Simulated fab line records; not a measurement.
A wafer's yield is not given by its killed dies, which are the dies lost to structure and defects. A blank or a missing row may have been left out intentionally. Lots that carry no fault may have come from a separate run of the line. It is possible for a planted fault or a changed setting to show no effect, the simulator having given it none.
Matching of chambers :: flow n5Finfet :: aldMetal-02 running N5_BEOL_M3_ALD_84: 4 sister chambers
The step deposits TaN, pulse time 2 s, purge time 3 s, co reactant purge time 2 s. 8 wafers are shown with their chamber, then 10 later ones without.

WAFERS, EACH WITH ITS CHAMBER
wafer: L087.2
chamber: 3
heaterPowerW (W): 408
susceptorTempC (C): 275.04

wafer: L086.4
chamber: 1
heaterPowerW (W): 419
susceptorTempC (C): 275.11

wafer: L086.6
chamber: 0
heaterPowerW (W): 516
susceptorTempC (C): 274.85

wafer: L091.2
chamber: 1
heaterPowerW (W): 411
susceptorTempC (C): 275.26

wafer: L091.4
chamber: 0
heaterPowerW (W): 521
susceptorTempC (C): 274.96

wafer: L091.6
chamber: 3
heaterPowerW (W): 408
susceptorTempC (C): 275.13

wafer: L093.1
chamber: 2
heaterPowerW (W): 376
susceptorTempC (C): 275.11

wafer: L093.5
chamber: 2
heaterPowerW (W): 369
susceptorTempC (C): 274.96

WAFERS WITHOUT THEIR CHAMBER
wafer: L093.6
heaterPowerW (W): 393
susceptorTempC (C): 274.97

wafer: L095.2
heaterPowerW (W): 409
susceptorTempC (C): 275.47

wafer: L095.3
heaterPowerW (W): 521
susceptorTempC (C): 274.89

wafer: L095.4
heaterPowerW (W): 398
susceptorTempC (C): 275.18

wafer: L092.4
heaterPowerW (W): 377
susceptorTempC (C): 275.05

wafer: L092.5
heaterPowerW (W): 406
susceptorTempC (C): 275.08

wafer: L092.6
heaterPowerW (W): 386
susceptorTempC (C): 274.62

wafer: L096.1
heaterPowerW (W): 377
susceptorTempC (C): 275.53

wafer: L096.3
heaterPowerW (W): 530
susceptorTempC (C): 275.07

wafer: L096.5
heaterPowerW (W): 397
susceptorTempC (C): 275.04

WHICH CHAMBER EACH ONE RAN IN
wafer: L093.6
from the rows above: can't be placed: 3 or 2 or 1
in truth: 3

wafer: L095.2
from the rows above: can't be placed: 1 or 3
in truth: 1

wafer: L095.3
from the rows above: 0
in truth: 0

wafer: L095.4
from the rows above: can't be placed: 3 or 1
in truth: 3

wafer: L092.4
from the rows above: 2
in truth: 2

wafer: L092.5
from the rows above: can't be placed: 3 or 1
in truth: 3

wafer: L092.6
from the rows above: can't be placed: 2 or 3
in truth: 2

wafer: L096.1
from the rows above: 2
in truth: 2

wafer: L096.3
from the rows above: 0
in truth: 0

wafer: L096.5
from the rows above: can't be placed: 3 or 1
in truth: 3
Placed correctly: 4 of 10. These rows do not allow placing 6 (true chamber among the candidates in 6). Wrongly placed: 0.
How it was worked out, from the rows above alone: a wafer's distance from a chamber is the root of the sum, over the readings, of the square of ((its reading less the chamber's mean) divided by the reading's scatter). The wafer belongs to the nearest chamber; if the next one is less than 2 further off, it can't be placed. Each chamber's mean is taken over the wafers shown for it. The scatter is the square root of a quotient: the sum, over the shown wafers, of each reading's squared deviation from its chamber's mean, divided by wafers minus chambers.
